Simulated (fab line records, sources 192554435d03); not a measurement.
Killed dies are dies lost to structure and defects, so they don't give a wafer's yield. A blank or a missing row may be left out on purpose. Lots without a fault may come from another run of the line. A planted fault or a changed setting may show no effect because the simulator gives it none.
Which tool did it? | flow n5_finfet | 14 lots, 42 wafers sampled, at 6 steps of a route of 1938

WHAT THE GAUGES READ, wafer by wafer
N5_BEOL_M4_CD_MEAS_18: pitch 36 nm, target cd 18 nm.
lot  | measured     | on        | cd_nm (nm)
L713 | day 7 06:03  | cd_sem-01 | 17.97 17.65 17.74
L715 | day 8 06:04  | cd_sem-03 | 18.23 18.14 18.15
L716 | day 8 08:29  | cd_sem-02 | 17.65 17.98 18.22
L717 | day 8 09:43  | cd_sem-02 | 17.74 18.02 18.00
L718 | day 8 17:44  | cd_sem-01 | 18.88 18.01 18.32
L719 | day 9 05:40  | cd_sem-03 | 18.12 18.50 18.76
L721 | day 9 06:02  | cd_sem-01 | 18.16 18.33 18.09
L726 | day 10 15:27 | cd_sem-01 | - - -
L725 | day 10 21:34 | cd_sem-03 | - - -
L733 | day 12 08:59 | cd_sem-01 | 17.77 17.76 18.30
L732 | day 12 09:07 | cd_sem-02 | 17.81 18.54 18.15
L734 | day 12 12:49 | cd_sem-03 | 18.30 18.01 17.73
L735 | day 12 20:55 | cd_sem-02 | 18.36 18.14 18.60
L736 | day 13 13:25 | cd_sem-01 | 18.43 18.35 18.38

N5_BEOL_M4_RC_MEAS_101.
lot  | measured     | on        | DIBL_N (mV/V)  | DIBL_P (mV/V)  | IOFF_N (nA/um)    | IOFF_P (nA/um)    | ION_N (uA/um) | ION_P (uA/um) | SS_N (mV/dec)  | SS_P (mV/dec)  | VT_N (mV)         | VT_P (mV)
L713 | day 7 12:20  | prober-02 | 36.5 35.7 34.8 | 36.8 35.0 33.1 | 0.164 0.142 0.129 | 0.203 0.183 0.157 | 671 672 667   | 460 457 451   | 71.8 70.8 71.7 | 72.7 73.3 73.5 | 246.1 247.2 250.9 | -251.8 -253.2 -255.5
L715 | day 8 12:03  | prober-01 | 36.8 37.7 36.8 | 35.5 35.8 34.7 | 0.161 0.174 0.162 | 0.221 0.220 0.213 | 675 674 664   | 463 466 460   | 71.3 71.2 71.5 | 73.0 73.1 73.5 | 250.1 250.3 248.5 | -248.8 -249.0 -247.3
L716 | day 8 14:11  | prober-02 | 35.7 34.9 34.4 | 34.7 33.4 33.8 | 0.146 0.125 0.125 | 0.190 0.172 0.180 | 672 666 667   | 463 457 464   | 71.5 70.9 71.1 | 72.8 72.9 72.9 | 252.3 252.6 252.0 | -249.1 -253.1 -251.7
L717 | day 8 17:25  | prober-02 | 35.5 34.8 36.0 | 34.7 33.8 35.1 | 0.126 0.121 0.137 | 0.169 0.164 0.182 | 658 664 672   | 450 457 459   | 70.6 69.9 70.4 | 72.4 72.7 72.3 | 250.9 252.8 252.8 | -255.3 -255.6 -254.5
L718 | day 9 04:35  | prober-02 | 37.6 36.4 37.9 | 36.7 36.1 37.3 | 0.184 0.168 0.192 | 0.262 0.241 0.272 | 682 686 678   | 471 468 465   | 71.5 71.5 71.8 | 73.2 73.4 73.4 | 245.7 247.2 248.0 | -246.9 -244.0 -243.8
L719 | day 9 12:39  | prober-02 | 36.5 37.4 37.1 | 35.8 37.8 37.4 | 0.158 0.188 0.198 | 0.203 0.239 0.240 | 669 675 683   | 459 459 466   | 71.6 71.5 71.6 | 73.5 73.4 74.4 | 249.0 248.5 248.4 | -249.5 -247.8 -247.9
L721 | day 9 14:19  | prober-02 | 36.9 37.7 36.9 | 34.3 35.4 34.6 | 0.153 0.170 0.166 | 0.203 0.221 0.202 | 670 667 674   | 467 462 459   | 71.5 71.7 71.5 | 73.2 72.8 72.8 | 249.4 247.7 250.3 | -248.5 -248.0 -252.3
L733 | day 12 14:43 | prober-02 | 36.8 38.2 37.9 | 37.2 37.8 37.5 | 0.177 0.200 0.186 | 0.220 0.232 0.225 | 679 688 680   | 460 462 467   | 72.2 71.8 72.0 | 73.3 73.2 72.1 | 249.4 247.3 247.4 | -250.5 -247.2 -249.5
L732 | day 12 14:46 | prober-01 | 36.1 35.7 36.0 | 35.0 34.4 35.0 | 0.166 0.149 0.155 | 0.211 0.200 0.201 | 678 675 680   | 459 460 468   | 71.1 71.5 71.2 | 72.2 72.8 72.9 | 248.8 249.9 250.0 | -248.8 -248.3 -248.5
L734 | day 12 20:45 | prober-02 | 34.3 35.8 36.0 | 35.7 36.9 37.6 | 0.117 0.135 0.138 | 0.192 0.214 0.222 | 663 666 673   | 461 463 467   | 71.9 71.0 71.6 | 72.9 73.7 73.1 | 254.1 254.6 254.9 | -252.3 -249.9 -250.0
L735 | day 13 06:17 | prober-01 | 35.6 36.1 36.0 | 36.5 37.8 37.2 | 0.161 0.182 0.166 | 0.215 0.238 0.222 | 666 681 677   | 461 461 462   | 71.9 71.8 72.7 | 73.0 73.9 73.7 | 249.0 246.7 248.1 | -250.2 -247.1 -251.9
L736 | day 13 22:22 | prober-01 | 37.1 36.0 35.0 | 36.4 35.6 34.3 | 0.166 0.143 0.132 | 0.217 0.202 0.178 | 679 674 662   | 465 463 457   | 71.8 71.9 71.6 | 73.3 73.1 73.4 | 250.1 250.6 251.1 | -246.2 -248.4 -248.6

WHICH TOOL RAN EACH LOT (tool, then ch and the chambers of the sampled wafers, then the start)
lot  | N5_BEOL_M3_SPUTTER_96        | N5_BEOL_M3_ANNEAL_51             | N5_BEOL_M4_STRIP_66                | N5_BEOL_M4_HM_OPEN_17
L713 | pvd_sputter-01, day 7 03:01  | rtp_anneal-01 ch 0, day 7 03:19  | rie_diel-04 ch 2,3, day 7 05:49    | rie_metal-03 ch 0,1, day 7 05:53
L715 | pvd_sputter-01, day 8 03:07  | rtp_anneal-02 ch 0, day 8 03:22  | rie_diel-04 ch 0,3, day 8 05:39    | rie_metal-02 ch 0,1, day 8 05:41
L716 | pvd_sputter-03, day 8 04:15  | rtp_anneal-02 ch 0, day 8 04:29  | rie_diel-05 ch 0,3, day 8 08:10    | rie_metal-02 ch 0,1, day 8 08:13
L717 | pvd_sputter-03, day 8 07:08  | rtp_anneal-01 ch 0, day 8 07:25  | rie_diel-05 ch 0,2, day 8 09:29    | rie_metal-03 ch 0,1, day 8 09:34
L718 | pvd_sputter-02, day 8 15:00  | rtp_anneal-02 ch 0, day 8 15:11  | rie_diel-04 ch 1,3, day 8 17:31    | rie_metal-01 ch 0,1, day 8 17:33
L719 | pvd_sputter-02, day 9 01:35  | rtp_anneal-02 ch 0, day 9 01:47  | rie_diel-04 ch 1,2, day 9 05:18    | rie_metal-01 ch 0,1, day 9 05:20
L721 | pvd_sputter-01, day 9 01:46  | rtp_anneal-01 ch 0, day 9 01:58  | rie_diel-05 ch 0,3, day 9 05:36    | rie_metal-01 ch 0,1, day 9 05:39
L726 | pvd_sputter-02, day 10 12:53 | rtp_anneal-02 ch 0, day 10 13:10 | rie_diel-01 ch 1,2,3, day 10 15:11 | rie_metal-03 ch 0,1, day 10 15:16
L725 | pvd_sputter-02, day 10 16:50 | rtp_anneal-01 ch 0, day 10 17:10 | rie_diel-05 ch 0,1,3, day 10 21:21 | rie_metal-01 ch 0,1, day 10 21:25
L733 | pvd_sputter-03, day 12 06:34 | rtp_anneal-02 ch 0, day 12 06:46 | rie_diel-01 ch 0,1,2, day 12 08:40 | rie_metal-02 ch 1, day 12 08:42
L732 | pvd_sputter-02, day 12 06:44 | rtp_anneal-01 ch 0, day 12 06:59 | rie_diel-01 ch 1,3, day 12 08:53   | rie_metal-03 ch 0,1, day 12 08:56
L734 | pvd_sputter-01, day 12 10:22 | rtp_anneal-02 ch 0, day 12 10:36 | rie_diel-05 ch 0,1, day 12 12:34   | rie_metal-03 ch 0,1, day 12 12:37
L735 | pvd_sputter-01, day 12 16:14 | rtp_anneal-02 ch 0, day 12 16:25 | rie_diel-04 ch 0,2, day 12 20:42   | rie_metal-01 ch 0,1, day 12 20:44
L736 | pvd_sputter-01, day 13 08:43 | rtp_anneal-02 ch 0, day 13 08:57 | rie_diel-01 ch 0,1,3, day 13 13:06 | rie_metal-02 ch 1, day 13 13:10
- N5_BEOL_M3_SPUTTER_96: material Cu, target thk 4.5 nm, time 8.29 s.
- N5_BEOL_M3_ANNEAL_51: time 90 s.
- N5_BEOL_M4_STRIP_66: strips in CF4.
- N5_BEOL_M4_HM_OPEN_17: chemistry Cl2/BCl3, target TiN, target depth 20 nm, overetch 6 nm.

WHAT THE TOOLS THEMSELVES READ (means of the sampled wafers that have a number; where no wafer has one, the mark that the record gives instead)
N5_BEOL_M3_SPUTTER_96.
lot  | tool           | chuck_sensor_temp_C (C) | substrate_temp_c (C) | throttle_valve_pct (%)
L713 | pvd_sputter-01 | -15.7                   | -19.97               | 28.9
L715 | pvd_sputter-01 | -15.4                   | -20.01               | 28.6
L716 | pvd_sputter-03 | -15.6                   | -19.91               | 30.7
L717 | pvd_sputter-03 | -15.8                   | -19.99               | 30.8
L718 | pvd_sputter-02 | -15.9                   | -20.06               | 29.8
L719 | pvd_sputter-02 | -16.0                   | -20.06               | 30.4
L721 | pvd_sputter-01 | -16.1                   | -19.98               | 29.3
L726 | pvd_sputter-02 | -15.8                   | -19.96               | 30.4
L725 | pvd_sputter-02 | -16.1                   | -20.05               | 29.9
L733 | pvd_sputter-03 | -15.7                   | -20.05               | 30.1
L732 | pvd_sputter-02 | -15.9                   | -19.86               | 29.5
L734 | pvd_sputter-01 | -15.8                   | -20.08               | 27.8
L735 | pvd_sputter-01 | -16.1                   | -20.11               | 29.3
L736 | pvd_sputter-01 | -16.0                   | -19.99               | 29.3

N5_BEOL_M3_ANNEAL_51.
lot  | tool          | wafer_temp_C_max
L713 | rtp_anneal-01 | 225.4
L715 | rtp_anneal-02 | 226.1
L716 | rtp_anneal-02 | 225.9
L717 | rtp_anneal-01 | 225.6
L718 | rtp_anneal-02 | 225.9
L719 | rtp_anneal-02 | 225.8
L721 | rtp_anneal-01 | 225.5
L726 | rtp_anneal-02 | 226.0
L725 | rtp_anneal-01 | 225.6
L733 | rtp_anneal-02 | 225.7
L732 | rtp_anneal-01 | 225.4
L734 | rtp_anneal-02 | 226.3
L735 | rtp_anneal-02 | 226.2
L736 | rtp_anneal-02 | 226.0

N5_BEOL_M4_STRIP_66.
lot  | tool        | chamber_pressure_mTorr (mTorr) | drypump_motor_current_A (A) | oes_product_au (a.u.) | rf_vpp_V (V) | showerhead_plenum_p_Torr (Torr) | throttle_valve_pct (%)
L713 | rie_diel-04 | 49.98                          | 5.7                         | 0.69                  | 273.0        | 1.85                            | 13.51
L715 | rie_diel-04 | 49.98                          | 6.0                         | 0.71                  | 271.8        | 1.80                            | 13.45
L716 | rie_diel-05 | 50.06                          | 5.6                         | 0.79                  | 272.7        | 1.83                            | 13.60
L717 | rie_diel-05 | 50.02                          | 6.3                         | 0.79                  | 270.8        | 1.78                            | 13.55
L718 | rie_diel-04 | 50.07                          | 5.7                         | 0.75                  | 272.2        | 1.81                            | 13.67
L719 | rie_diel-04 | 50.01                          | 5.7                         | 0.88                  | 271.3        | 1.83                            | 13.30
L721 | rie_diel-05 | 50.04                          | 5.6                         | 0.79                  | 271.4        | 1.78                            | 13.54
L726 | rie_diel-01 | 50.00                          | 6.1                         | 0.74                  | 271.0        | 1.77                            | 13.74
L725 | rie_diel-05 | 50.03                          | 5.8                         | 0.82                  | 272.2        | 1.81                            | 13.49
L733 | rie_diel-01 | 50.02                          | 6.2                         | 0.78                  | 272.1        | 1.80                            | 13.81
L732 | rie_diel-01 | 49.99                          | 5.6                         | 0.74                  | 269.8        | 1.73                            | 13.76
L734 | rie_diel-05 | 50.01                          | 6.1                         | 0.85                  | 271.9        | 1.80                            | 13.38
L735 | rie_diel-04 | 50.02                          | 6.1                         | 0.88                  | 271.5        | 1.86                            | 13.10
L736 | rie_diel-01 | 49.98                          | 5.7                         | 0.87                  | 273.0        | 1.84                            | 13.64

N5_BEOL_M4_HM_OPEN_17.
lot  | tool         | bcl3_flow_sccm (sccm) | bias_w (W) | chamber_pressure_mTorr (mTorr) | drypump_motor_current_A (A) | oes_product_au (a.u.) | throttle_valve_pct (%)
L713 | rie_metal-03 | 21.73                 | 126.9      | 10.004                         | 5.4                         | 0.71                  | 22.5
L715 | rie_metal-02 | 21.74                 | 125.7      | 9.998                          | 5.4                         | 0.70                  | 21.9
L716 | rie_metal-02 | 21.75                 | 125.8      | 10.006                         | 5.4                         | 0.69                  | 21.9
L717 | rie_metal-03 | 21.74                 | 126.5      | 9.993                          | 5.1                         | 0.63                  | 22.6
L718 | rie_metal-01 | 21.72                 | 126.1      | 9.994                          | 5.5                         | 0.64                  | 22.2
L719 | rie_metal-01 | 21.73                 | 125.9      | 10.000                         | 5.6                         | 0.64                  | 22.2
L721 | rie_metal-01 | 21.84                 | 126.1      | 10.000                         | 5.5                         | 0.65                  | 22.2
L726 | rie_metal-03 | -                     | -          | -                              | -                           | -                     | -
L725 | rie_metal-01 | -                     | -          | -                              | -                           | -                     | -
L733 | rie_metal-02 | 21.77                 | 126.3      | 10.003                         | 5.3                         | 0.68                  | 22.1
L732 | rie_metal-03 | 21.70                 | 125.9      | 9.999                          | 5.4                         | 0.68                  | 22.5
L734 | rie_metal-03 | 21.87                 | 125.8      | 10.003                         | 5.1                         | 0.61                  | 22.6
L735 | rie_metal-01 | 21.64                 | 125.8      | 10.003                         | 5.8                         | 0.65                  | 22.3
L736 | rie_metal-02 | 21.76                 | 126.0      | 9.998                          | 5.3                         | 0.69                  | 22.1

THE ANSWER, worked out from the rows above alone
Rule: what is usual is taken from the lots themselves. Put in order of their means at a reading, lots are off if they are a third of the lots or fewer, leave a main group of 4 or more, and stand apart from it by a gap of 3 or more times the standard deviation of the main group's means; of several such gaps the widest counts. A main group whose means are all the same, to the digits that the tables above print for the reading, isn't used. A lot without any number at a reading at which 4 lots or more have one is off too. The other lots that the step has rows for count as sound. The gauges are gone through in route order, then the tools' own readings, and for those a lot's mean is taken as printed above. The first step at which some lot is off is used, and at that step the reading that is off furthest; a lot without a number counts as furthest.
Off: L726, L725, at N5_BEOL_M4_CD_MEAS_18 (cd_nm). Without a number there: L726, L725. The main group: mean 18.15 nm, standard deviation 0.21.
A tool fits if, at a process step before that reading, it ran every lot that is off, and no sound lot after the first of them. The gauges at N5_BEOL_M4_CD_MEAS_18 aren't tried: what is off there is off at N5_BEOL_M4_HM_OPEN_17 too, on other tools, and a gauge's error can't cause that. None of those tried fits.

WHAT THE SIMULATOR HAD PUT IN
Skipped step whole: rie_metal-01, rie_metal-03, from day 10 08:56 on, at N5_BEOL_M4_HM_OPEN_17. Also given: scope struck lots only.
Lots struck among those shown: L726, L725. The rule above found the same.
